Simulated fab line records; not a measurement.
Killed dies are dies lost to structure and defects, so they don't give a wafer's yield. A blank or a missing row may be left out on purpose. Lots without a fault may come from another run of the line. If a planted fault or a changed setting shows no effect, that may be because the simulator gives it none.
fab line records	flow n5Finfet
record: lots: 4	wafers: 11	lastDay: 18
route steps=1938 shown BEOL_M4@1099 BEOL_M5@1112 BEOL_M12@1608 BEOL_M15@1830 PASSIVATION@1936
lots that met no fault: taken from a fault-free run of the same line
startH: hours from the record's opening day to when the first of the lot's shown wafers began	waitH: how many hours have passed since the lot's step before this one	" identical to the entry in the row above	L1.1+2: a single row standing in for several wafers	- no value present, or no start provided	* or withheld: withheld	< > ~ a bound
route shown NAME@n: names a module that has steps shown in the file, with the first one's number in the route	usual: average and standard deviation across the fault-free wafers	same: alike in all rows	chamber/n: place in a boat	sites: per-site readings	_std_site: the standard deviation of these	_edge_site: inner sites' mean taken away from outer sites' mean	radiusMm: how far each site lies from the wafer's centre	mask NAME#n: copy n	behind: tool/chamber where the wafer was last shaped	hold: why the lot was held/for how many hours/how that ended	device: the n, p or np transistor that did not switch	end of line: the tests these same wafers got at the end of their route	step lacking rows: just its recipe	killed: dies lost to structure and defects at the first sort, not the wafer's yield	map: dies across one wafer; x = killed, . = not, _ = none there
set.NAME: the setting as run; set.NAME@STEP: as run at that earlier step	model.NAME: the simulator's own value behind a step, which no gauge read
lots at some steps of the route; a table a step, a row a wafer
services: the hour from which a tool's chamber was out of use, counted from the record's first day as startH (under 0 if before that day), plus the number of hours and why
== steps ==
step: N5_BEOL_M4_ANNEAL_95
recipe: tempC: 400	timeS: 240	ambient: vacuum
step: N5_BEOL_M4_SPUTTER_96
recipe: material: Cu	targetThkA: 45	tempC: -20	chamberPressurePa: 0.07	powerW: withheld	timeS: 8.29
step: N5_BEOL_M4_ECD_50
recipe: material: Cu	targetThkA: 3000
step: N5_BEOL_M4_ANNEAL_51
recipe: tempC: 225	timeS: 90	ambient: N2
step: N5_BEOL_M4_CMP_52
recipe: stopOn: SiOC	tOverpolishS: 6.8	downForcePsi: 1	platenRpm: 50	clearingPlatenDownForcePsi: 1.5	clearingPlatenRpm: 50	postCmpClean: cuAlkaline	targetThkNm: 40	clearingPlatenPadVelocityMS: 0.99484	padVelocityMS: 0.99484
step: N5_BEOL_M4_PRE_CLEAN_60
recipe: gas: NH3/H2	timeS: 15	tempC: *	rfPowerW: 300
step: N5_BEOL_M4_CO_CAP_55
recipe: material: Co	targetThkA: 20	tempC: 200	precursor: CCTBA/H2	pressureTorr: 30	timeS: 102.1
step: N5_BEOL_M4_PRE_CLEAN_56
recipe: gas: NH3	timeS: 15	tempC: withheld	rfPowerW: 300
step: N5_BEOL_M4_DEP_57
recipe: material: SiCN	targetThkA: 80	tempC: withheld	precursor: 3MS/NH3	pressureTorr: 3	rfW: 202	timeS: 14
step: N5_BEOL_M4_RC_MEAS_101
usual: DIBL_N: 36.0/2.5	DIBL_P: 36.7/3	IOFF_N: 0.16/0.043	IOFF_P: 0.21/0.049	ION_N: 673/15	ION_P: 461/9.8	SS_N: 71.5/0.83	SS_P: 73.4/0.83	VT_N: 250/4	VT_P: -251/4
lot.wafer	tool	chamber	startH	waitH	DIBL_N[mV/V]	DIBL_P[mV/V]	IOFF_N[nA/um]	IOFF_P[nA/um]	ION_N[uA/um]	ION_P[uA/um]	SS_N[mV/dec]	SS_P[mV/dec]	VT_N[mV]	VT_P[mV]
L732.2	prober-02	0	185.91	0.2	38.7	39.9	0.22	0.28	695	472	71.6	73.8	243	-246
L732.3	"	0	"	"	38.6	39.5	0.20	0.26	686	474	71.7	73.6	245	-244
L732.5	"	0	"	"	40.7	42.3	0.24	0.34	693	476	72.6	74.8	244	-242
L746.2	prober-02	0	277.09	0.2	37.5	39.2	0.18	0.28	686	480	72.4	73.2	245	-245
L746.3	"	0	"	"	39.4	40.0	0.22	0.28	699	472	72.1	73.7	247	-247
L746.4	"	0	"	"	36.6	37.6	0.17	0.24	687	474	70.8	73.1	249	-248
L751.2	prober-01	0	320.03	0.2	37.2	38.7	0.19	0.22	670	452	71.5	73.9	247	-249
L751.3	"	0	"	"	37.1	39.0	0.17	0.23	663	457	71.8	73.9	249	-250
L751.6	"	0	"	"	36.9	38.0	0.17	0.22	688	467	71.7	73.6	249	-250
L752.4	prober-01	0	325.79	0.5	30.5	30.2	0.08	0.10	635	435	69.7	71.2	258	-264
L752.5	"	0	"	"	37.2	38.3	0.17	0.19	683	463	71.8	73.6	251	-254
step: N5_BEOL_M5_ILD_DEP_00
recipe: material: SiCOH_lowk	targetThkA: 1406.4	tempC: 300	precursor: DEMS/porogen	pressureTorr: 5	rfW: 500	timeS: 25.9
step: N5_BEOL_M5_CURE_79
recipe: tempC: 385	timeS: 240	ambient: He/Ar	material: SiCOH_lowk
step: N5_BEOL_M5_PECVD_70
recipe: material: SiO2	targetThkA: 160	tempC: 400	precursor: TEOS/O2	pressureTorr: 5.5	rfW: 450	teosFlowSccm: 53.8	gas: O2	flowSccm: 3000	timeS: 18
step: N5_BEOL_M5_HM_DEP_02
recipe: material: TiN	targetThkA: 200	tempC: 25	chamberPressurePa: 0.49996
step: N5_BEOL_M5_COAT_59
recipe: resist: SOC	tempC: 250	timeS: 60	spinRpm: 1500	resistThkNm: 60
step: N5_BEOL_M5_COAT_60
recipe: resist: SiARC	tempC: 220	timeS: 60	spinRpm: 1500	resistThkNm: 12
step: N5_BEOL_M5_COAT_71
recipe: resist: underlayer	tempC: 205	timeS: 60	spinRpm: 1500	resistThkNm: 5
step: N5_BEOL_M5_COAT_05
recipe: resist: CAR-EUV	spinRpm: 1500	resistThkNm: 30
step: N5_BEOL_M5_EBR_07
recipe: solvent: PGMEA	ebrWidthMm: 1.5
step: N5_BEOL_M5_SOFTBAKE_06
recipe: tempC: 110	timeS: 60	resist: CAR-EUV
step: N5_BEOL_M5_EXPOSE_08
recipe: maskId: M5	na: 0.33	sourceShape: annular	sigmaInner: 0.4	sigmaOuter: 0.8	polarization: unpolarized	targetCdNm: 28	doseMj: 35.75
step: N5_BEOL_M5_PEB_09
recipe: pebTempC: 100	pebTimeS: 60	resist: CAR-EUV
step: N5_BEOL_M5_DEVELOP_10
recipe: developTimeS: 30	developer: TMAH	resist: CAR-EUV	rinseLiquid: surfactantRinse	dry: airSpin	devTempC: 23
step: N5_BEOL_M5_DESCUM_16
recipe: chemistry: O2	timeS: 7	sourcePowerW: 50	biasPowerW: 20	pressureMtorr: 20	rfFrequencyHz: 2.712e+07	tempC: 40	resist: CAR-EUV	o2FlowSccm: 225
step: N5_BEOL_M5_ETCH_72
recipe: chemistry: N2/H2	target: underlayer	targetDepthA: 65	maskMaterial: CAR-EUV	timeS: 5.2	ionEnergyEv: 200	pressureMtorr: 30	sourceW: 840	biasW: 150	n2FlowSccm: 200	h2FlowSccm: 200	ends: cleared
step: N5_BEOL_M5_ETCH_61
recipe: chemistry: CF4	target: SiARC	targetDepthA: 156	maskMaterial: CAR-EUV	timeS: 26	ionEnergyEv: 80	pressureMtorr: 40	sourceW: 545	biasW: 36	Ar_flow_sccm: 100	cf4FlowSccm: 100	ends: cleared
step: N5_BEOL_M5_ETCH_62
recipe: chemistry: N2/H2	target: SOC	targetDepthA: 750	overetchA: 150	maskMaterial: SiARC	tempC: 40	timeS: 112.5	ionEnergyEv: 200	pressureMtorr: 30	sourceW: 840	biasW: 150	n2FlowSccm: 200	h2FlowSccm: 200
step: N5_BEOL_M5_STRIP_63
recipe: chemistry: N2/H2	tempC: 40	n2FlowSccm: 200	h2FlowSccm: 200	rfFrequencyHz: 6e+07
step: N5_BEOL_M5_STRIP_73
recipe: chemistry: N2/H2	tempC: 40	n2FlowSccm: 200	h2FlowSccm: 200	rfFrequencyHz: 6e+07
step: N5_BEOL_M5_STRIP_64
recipe: chemistry: CF4	resist: SiARC	powerW: 300	biasPowerW: 75	pressureMtorr: 50	cf4FlowSccm: 150	rfFrequencyHz: 6e+07
step: N5_BEOL_M5_HM_OPEN_17
recipe: chemistry: Cl2/BCl3	targetDepthA: 200	overetchA: 60	target: TiN	maskMaterial: SOC	ionEnergyEv: 150	pressureMtorr: 10	icpW: 1000	biasW: 126	Cl2_flow_sccm: 53.25	bcl3FlowSccm: 21.75	Ar_flow_sccm: 25
step: N5_BEOL_M5_STRIP_19
recipe: chemistry: O2	powerW: 400	tempC: 40	pressureMtorr: 30	rfFrequencyHz: 6e+07	biasPowerW: 0	overashFraction: 0.2	o2FlowSccm: 225
step: N5_BEOL_M5_COAT_65
recipe: resist: SOC	tempC: 250	timeS: 60	spinRpm: 1500	resistThkNm: 60
step: N5_BEOL_M5_COAT_66
recipe: resist: SiARC	tempC: 220	timeS: 60	spinRpm: 1500	resistThkNm: 12
step: N5_BEOL_M12_EXPOSE_07
recipe: maskId: V11	na: 0.93	sourceShape: conventional	sigmaOuter: 0.6	polarization: unpolarized	attpsmPhaseDeg: 180	doseMj: 32.5
usual: exposureDoseMJCm2: 32.49/0.034
lot.wafer	tool	chamber	startH	waitH	mask	exposureDoseMJCm2
L732.2	krfScanner-01	0	243.55	-	V11#0	32.49
L732.3	"	0	"	"	V11#0	32.48
L732.5	"	0	"	"	V11#0	32.49
L746.2	krfScanner-02	0	343.72	-	V11#0	32.50
L746.3	"	0	"	"	V11#0	32.48
L746.4	"	0	"	"	V11#0	32.46
L751.2	krfScanner-01	0	382.13	-	V11#0	33.16
L751.3	"	0	"	"	V11#0	33.17
L751.6	"	0	"	"	V11#0	33.10
L752.4	krfScanner-01	0	395.37	-	V11#0	33.08
L752.5	"	0	"	"	V11#0	33.03
step: N5_BEOL_M15_RC_MEAS_101
usual: COMB_M11: 1.43e-11/2.9e-12	COMB_M12: 6.5e-12/1.3e-12	COMB_M12_max_site: 9.1e-12/2e-12	COMB_M13: 4.9e-12/1.1e-12	COMB_M14: 3.8e-12/6.9e-13	COMB_M15: 2.6e-12/6.2e-13	COMB_M15_max_site: 3.6e-12/1e-12	COMB_M5: 3.5e-11/7.7e-12	COMB_M6: 2.5e-11/4.4e-12	COMB_M7: 2.6e-11/5.1e-12	COMB_M8: 2.6e-11/5.2e-12	COMB_M9: 1.46e-11/2.8e-12	SERP_M10: 3.08/0.11	SERP_M10_max_site: 3.16/0.12	SERP_M11: 3.01/0.091	SERP_M12: 0.637/0.022	SERP_M13: 0.306/0.0061	SERP_M14: 0.160/0.0056	SERP_M5: 38.8/2.2	SERP_M6: 13.5/0.65	SERP_M7: 13.6/0.67	SERP_M8: 13.5/0.72	SERP_M9: 3.10/0.088	SERP_M9_max_site: 3.18/0.094
lot.wafer	tool	chamber	startH	waitH	COMB_M11[S/m]	COMB_M12[S/m]	COMB_M12_max_site[S/m]	COMB_M13[S/m]	COMB_M14[S/m]	COMB_M15[S/m]	COMB_M15_max_site[S/m]	COMB_M5[S/m]	COMB_M6[S/m]	COMB_M7[S/m]	COMB_M8[S/m]	COMB_M9[S/m]	SERP_M10[ohm/um]	SERP_M10_max_site[ohm/um]	SERP_M11[ohm/um]	SERP_M12[ohm/um]	SERP_M13[ohm/um]	SERP_M14[ohm/um]	SERP_M5[ohm/um]	SERP_M6[ohm/um]	SERP_M7[ohm/um]	SERP_M8[ohm/um]	SERP_M9[ohm/um]	SERP_M9_max_site[ohm/um]
L732.2	prober-01	0	278.86	0.2	1.48e-11	5.2e-12	7.3e-12	5.4e-12	3.6e-12	3.3e-12	4.9e-12	3.9e-11	2.4e-11	2.4e-11	2.1e-11	1.5e-11	2.97	3.16	3.04	0.639	0.316	0.154	37.6	13.3	13.3	13.2	3.14	3.20
L732.3	"	0	"	"	1.41e-11	6.3e-12	8.5e-12	4.8e-12	4.2e-12	3.4e-12	5.2e-12	3.7e-11	2.4e-11	3e-11	1.7e-11	1.36e-11	2.97	3.00	2.83	0.596	0.302	0.156	37.4	13.1	13.6	13.3	3.17	3.24
L732.5	"	0	"	"	1.19e-11	6.1e-12	7.3e-12	4.6e-12	3.1e-12	1.9e-12	2.7e-12	2.6e-11	2.2e-11	1.7e-11	2.6e-11	1.15e-11	2.95	2.99	2.93	0.621	0.313	0.155	38.2	13.1	14.0	12.7	3.09	3.17
L746.2	prober-01	0	370.48	0.2	9.8e-12	6.6e-12	9e-12	3.3e-12	2.9e-12	2.4e-12	2.8e-12	3.8e-11	2.2e-11	2e-11	1.9e-11	1.47e-11	3.21	3.30	2.95	0.629	0.301	0.168	38.1	14.6	13.7	13.0	3.09	3.14
L746.3	"	0	"	"	1.25e-11	5.1e-12	5.5e-12	5.5e-12	4.6e-12	2.3e-12	3.3e-12	5.1e-11	2.2e-11	2.2e-11	2.3e-11	1.41e-11	3.10	3.18	2.92	0.617	0.318	0.156	37.1	14.1	13.1	13.8	3.04	3.13
L746.4	"	0	"	"	1.56e-11	6.8e-12	7.9e-12	4.6e-12	2.8e-12	2.5e-12	4.3e-12	4.4e-11	2e-11	2.5e-11	2.2e-11	1.56e-11	3.26	3.41	2.94	0.622	0.307	0.168	38.9	14.4	12.0	14.9	2.94	3.02
L751.2	prober-01	0	406.11	0.2	1.47e-11	5.3e-12	7.4e-12	5.3e-12	3.9e-12	2.2e-12	2.8e-12	4e-11	2.7e-11	2.1e-11	1.9e-11	1.22e-11	4.71	4.80	2.97	0.598	0.307	0.164	40.6	14.1	13.9	14.1	3.21	3.39
L751.3	"	0	"	"	1.36e-11	5e-12	8.8e-12	3.5e-12	2.7e-12	2.1e-12	3.2e-12	3.5e-11	2.6e-11	2.1e-11	2.9e-11	1.19e-11	4.82	4.88	3.15	0.605	0.310	0.156	35.4	13.2	13.5	13.6	3.18	3.21
L751.6	"	0	"	"	1.41e-11	6.9e-12	8.5e-12	7.3e-12	3.5e-12	2.7e-12	3.6e-12	3.8e-11	3e-11	2.8e-11	3.3e-11	1.39e-11	4.82	5.02	3.13	0.597	0.316	0.157	39.9	13.7	14.0	13.6	3.04	3.15
L752.4	prober-02	0	420.53	0.5	1.47e-11	5.4e-12	8.1e-12	3.8e-12	3.7e-12	4.1e-12	7e-12	3e-11	2.8e-11	3e-11	2.7e-11	1.29e-11	4.72	4.80	3.00	0.584	0.305	0.156	39.3	13.2	13.5	13.8	2.87	3.02
L752.5	"	0	"	"	1.65e-11	6e-12	7.7e-12	3.3e-12	4e-12	2.6e-12	3.6e-12	3.3e-11	2.4e-11	2.6e-11	3.2e-11	1.54e-11	4.81	5.00	2.95	0.585	0.298	0.159	38.8	14.4	12.8	12.8	2.91	2.99
sites SERP_M10 radiusMm=0,75,75,75,75,140,140,140,140
L732.2 2.82 2.90 2.97 2.90 2.92 3.00 3.16 3.03 3.13
L746.2 3.19 3.21 3.21 3.30 3.25 3.16 3.20 3.22 3.16
L751.2 4.75 4.75 4.65 4.80 4.75 4.71 4.50 4.69 4.61
L752.4 4.79 4.80 4.75 4.69 4.72 4.68 4.55 4.76 4.64
step: N5_PASSIVATION_PROBE_49
usual: defectLimitedYield: 91.1/1.5	killed_at_M0_to_M3: 37/11	killed_at_M4_up: 13/5.6	killedAtContacts: 12/5.6	killedAtFrontEnd: 39/11	killedAtOther: 4/3.1	killedDies: 105/18	killedOpen: 69/13	killedShort: 35/7.4	sort_bin_5_function: 5.1/0.92	sort_bin_6_memory: 3.4/0.76	sort_bin_8_speed: 0.02/0.11	sortNPass: 1075/18
same: grossDies: 1180	killedAtBackSide: 0	sort_bin_4_leakage[%]: 0
lot.wafer	tool	chamber	startH	waitH	defectLimitedYield[%]	killed_at_M0_to_M3	killed_at_M4_up	killedAtContacts	killedAtFrontEnd	killedAtOther	killedDies	killedOpen	killedShort	sort_bin_5_function[%]	sort_bin_6_memory[%]	sort_bin_8_speed[%]	sortNPass
L732.2	prober-01	-	296.96	0.7	91.4	20	12	18	44	7	101	60	38	5.4	2.8	0	1079
L732.3	prober-01	-	297.01	0.8	91.0	37	6	9	49	5	106	73	33	5.8	2.8	0	1074
L732.5	prober-01	-	297.11	0.9	91.0	26	16	12	46	6	106	59	39	5.7	2.5	0	1074
L746.2	prober-02	-	395.22	0.1	92.8	24	10	6	39	6	85	54	29	5.0	2.0	0	1095
L746.3	prober-02	-	395.27	0.1	93.5	18	9	12	34	4	77	49	27	4.2	1.9	0	1103
L746.4	prober-02	-	395.32	0.2	91.3	18	8	19	56	2	103	68	35	5.3	3.1	0	1077
L751.2	prober-02	-	422.72	0.1	91.0	33	26	4	40	3	106	54	46	5.0	3.1	0.42	1074
L751.3	prober-02	-	422.77	0.1	88.7	53	13	17	45	5	133	86	45	5.9	4.7	0.17	1047
L751.6	prober-02	-	422.92	0.3	88.5	42	24	5	64	1	136	84	45	6.3	4.4	0.59	1044
L752.4	prober-02	-	433.35	0.2	90.1	51	11	4	51	0	117	73	34	5.8	3.1	1.61	1048
L752.5	prober-02	-	433.40	0.2	88.8	52	13	9	56	2	132	86	40	5.6	4.8	0.25	1048
killed by level:class
L732.2 MOL_CONTACT_COAG:geometricParticle:open=16 GATE_CUT:geometricParticle:short=8 GATE_CUT:geometricParticle:open=7 FIN_SAQP:geometricParticle:short=6 STI_FIN_REVEAL:geometricParticle:open=6 FIN_SAQP:geometricParticle:open=4 BEOL_M1:geometricParticle:short=4 BEOL_M1:geometricParticle:open=4
L732.3 STI_FIN_REVEAL:geometricParticle:open=18 BEOL_M1:geometricParticle:open=12 BEOL_M2:geometricParticle:open=9 GATE_CUT:geometricParticle:short=8 MOL_CONTACT_COAG:geometricParticle:open=6 STI_FIN_REVEAL:geometricParticle:short=4 DUMMY_GATE:geometricParticle:open=4 BEOL_M1:geometricParticle:short=4
L732.5 FIN_SAQP:geometricParticle:short=14 MOL_CONTACT_COAG:geometricParticle:open=9 BEOL_M4:geometricParticle:open=8 HKMG_FIN:areaEtch=8 GATE_CUT:geometricParticle:short=7 BEOL_M3:geometricParticle:open=6 FIN_SAQP:geometricParticle:open=5 BEOL_M1:geometricParticle:open=4
L746.2 STI_FIN_REVEAL:geometricParticle:open=9 FIN_SAQP:geometricParticle:open=8 FIN_SAQP:geometricParticle:short=7 BEOL_M0_SAQP:geometricParticle:short=5 BEOL_M3:geometricParticle:open=5 GATE_CUT:geometricParticle:short=4 DUMMY_GATE:geometricParticle:open=4 MOL_CONTACT_COAG:geometricParticle:open=4
L746.3 MOL_CONTACT_COAG:geometricParticle:open=11 GATE_CUT:geometricParticle:short=7 FIN_SAQP:geometricParticle:open=6 FIN_SAQP:geometricParticle:short=6 DUMMY_GATE:geometricParticle:open=5 BEOL_M0_SAQP:geometricParticle:open=5 BEOL_M0:geometricParticle:open=4 BEOL_M1:geometricParticle:open=4
L746.4 MOL_CONTACT_COAG:geometricParticle:open=18 FIN_SAQP:geometricParticle:short=15 DUMMY_GATE:geometricParticle:open=13 FIN_SAQP:geometricParticle:open=7 BEOL_M0_SAQP:geometricParticle:short=7 STI_FIN_REVEAL:geometricParticle:open=5 GATE_CUT:geometricParticle:open=5 GATE_CUT:geometricParticle:short=3
L751.2 FIN_SAQP:geometricParticle:short=11 BEOL_M0_SAQP:geometricParticle:short=9 BEOL_M5:geometricParticle:open=8 BEOL_M0_SAQP:geometricParticle:open=7 GATE_CUT:geometricParticle:short=6 BEOL_M10:areaEcd=5 FIN_SAQP:geometricParticle:open=4 BEOL_M1:geometricParticle:open=4
L751.3 BEOL_M0_SAQP:geometricParticle:open=15 MOL_CONTACT_COAG:geometricParticle:open=13 BEOL_M2:geometricParticle:open=12 BEOL_M0_SAQP:geometricParticle:short=11 STI_FIN_REVEAL:geometricParticle:open=9 GATE_CUT:geometricParticle:short=8 FIN_SAQP:geometricParticle:open=7 DUMMY_GATE:geometricParticle:open=5
L751.6 STI_FIN_REVEAL:geometricParticle:open=21 BEOL_M1:geometricParticle:open=12 FIN_SAQP:geometricParticle:short=9 BEOL_M4:geometricParticle:open=9 BEOL_M0_SAQP:geometricParticle:short=8 DUMMY_GATE:geometricParticle:open=7 BEOL_M10:areaEcd=7 FIN_SAQP:geometricParticle:open=6
L752.4 BEOL_M0_SAQP:geometricParticle:open=17 STI_FIN_REVEAL:geometricParticle:open=14 BEOL_M0_SAQP:geometricParticle:short=14 FIN_SAQP:geometricParticle:open=11 BEOL_M1:geometricParticle:open=5 HKMG_FIN:areaEtch=5 DUMMY_GATE:geometricParticle:open=4 BEOL_M1:geometricParticle:short=4
L752.5 FIN_SAQP:geometricParticle:open=18 STI_FIN_REVEAL:geometricParticle:open=13 BEOL_M0_SAQP:geometricParticle:open=13 BEOL_M0_SAQP:geometricParticle:short=13 BEOL_M3:geometricParticle:open=8 FIN_SAQP:geometricParticle:short=7 MOL_CONTACT_COAG:geometricParticle:open=7 BEOL_M2:geometricParticle:open=6
map L751.6 (x killed, . not)
_________________...........x________________
______________...x.............._____________
___________....x.........x.....x...__________
__________.....x.......x.x.........._________
________.....x........................_______
_______.......xx....xxxx....xx......x..______
______......x..........................._____
_____..x.....x..........xx...............____
____....x...x............................x___
___...........x............x.......xx......__
___..x....x......................x...x.....__
__....x..xx..x..........xx.............x...._
__..........x..............x.x...x.........._
_.....x..............x...........x........x..
_.........xxx......x...........x....x....x...
_...........x...........x....x..........xx...
_.........x.x....x....x......................
_...x....x......x.x..........x...........x...
_...........x..x...........x.........x......x
_xx......x......x.....x......................
_..x.............x....x....xx....x...........
__.................x.x...........x...x......_
__.....x....x.....x.................x......._
___........x..x.x..........x.x......x......__
___......x.........x....x.x......x.........__
____x..x...x...................x..........___
_____.x................x.......x...x.....____
______..........x.x.........x.....x....._____
_______..x..x...x...................xx.______
________..x....x.....x...............x_______
__________..............xx.........._________
___________..........x...x.........__________
______________......x........x.._____________
_________________...x.....x.x________________
map L752.5 (x killed, . not)
_________________............________________
______________.......x.....xx..._____________
___________.....x.x................__________
__________...x........x........x...._________
________........x......x.............._______
_______............x........x.......x..______
______....x..................x....xx...._____
_____........x.x......x..........x.......____
____.x.x......x..........xx.....x.........___
___x.......................x...x.x.........__
___.xx...x.................x..x...........x__
__....x...........x..x....................x._
__.....xx......x...x...x...................x_
_......xx....................x...............
_.x..............x......x...x....x...........
_x.....................x......x..........x.x.
_................x...............x...........
_.....x..........x.x....x...........x...x....
_................x....x........x...........x.
_.........x.x......................x.........
_.......x......x......x......x....x....x.....
__.x...........x.......x...................._
__......x...x..........x...x.x.......x.x...._
___..............x.........x.....x....x....__
___.....x....x.x......xx.........x......x..__
____x.......x...x.x.......x....x..x.x....x___
_____.......x..xx.x...........xx....x.x..____
______.............x...................._____
_______..........x.......x....x.x...x..______
________.......x......................_______
__________...x............x......x.._________
___________..x...x.................__________
______________.................._____________
_________________x...........________________
== services ==
tool	chamber	startH	hours	kind
krfScanner-01	-	221.57	0.8	pm
krfScanner-02	-	222.94	36.0	pm
krfScanner-02	-	258.94	1.0	pm
krfScanner-02	0	262.65	-	calibration
krfScanner-01	0	273.97	-	calibration
krfScanner-02	-	287.38	0.3	repair
krfScanner-01	-	296.57	0.8	pm
krfScanner-01	-	300.44	1.3	pm
krfScanner-02	-	311.72	1.3	pm
krfScanner-02	-	332.64	0.8	pm
krfScanner-01	-	343.38	1.9	repair
krfScanner-01	-	377.59	0.3	repair
krfScanner-01	-	378.33	1.0	pm
krfScanner-01	-	390.37	0.8	pm
== key ==
firstSign: step: N5_BEOL_M12_EXPOSE_07	reading: exposureDoseMJCm2	direction: up	sigmas: 19	usual: 32.49	struck: 33.11
effect: step: N5_BEOL_M15_RC_MEAS_101	reading: SERP_M10	direction: up	sigmas: 15	usual: 3.08	struck: 4.78
effect: step: N5_PASSIVATION_PROBE_49	reading: sort_bin_8_speed	direction: up	sigmas: 5.2	usual: 0.02	struck: 0.61	wafersMoved: 4
metAt N5_BEOL_M12_EXPOSE_07
struckWafers L751.2,L751.3,L751.6,L752.4,L752.5
loopTrim: step: N5_BEOL_M12_EXPOSE_07	setting: dose	lots: L751,L752
onsetBetween 243.55 382.13
earlierFault: kind: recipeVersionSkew	tool: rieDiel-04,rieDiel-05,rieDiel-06	chamber: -	onsetH: 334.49	steps: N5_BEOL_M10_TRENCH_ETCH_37	wrongRecipe.timeS: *
fault: kind: processParameterDrift	tool: krfScanner-01	chamber: -	onsetH: 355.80	steps: N5_BEOL_M12_EXPOSE_07	channel: doseMj	offset: 1.0379	shape: step	actsIn: theseRecipesOnly	stated: 32.5
loopTrim: a control loop set the setting to another value than it would have without faults
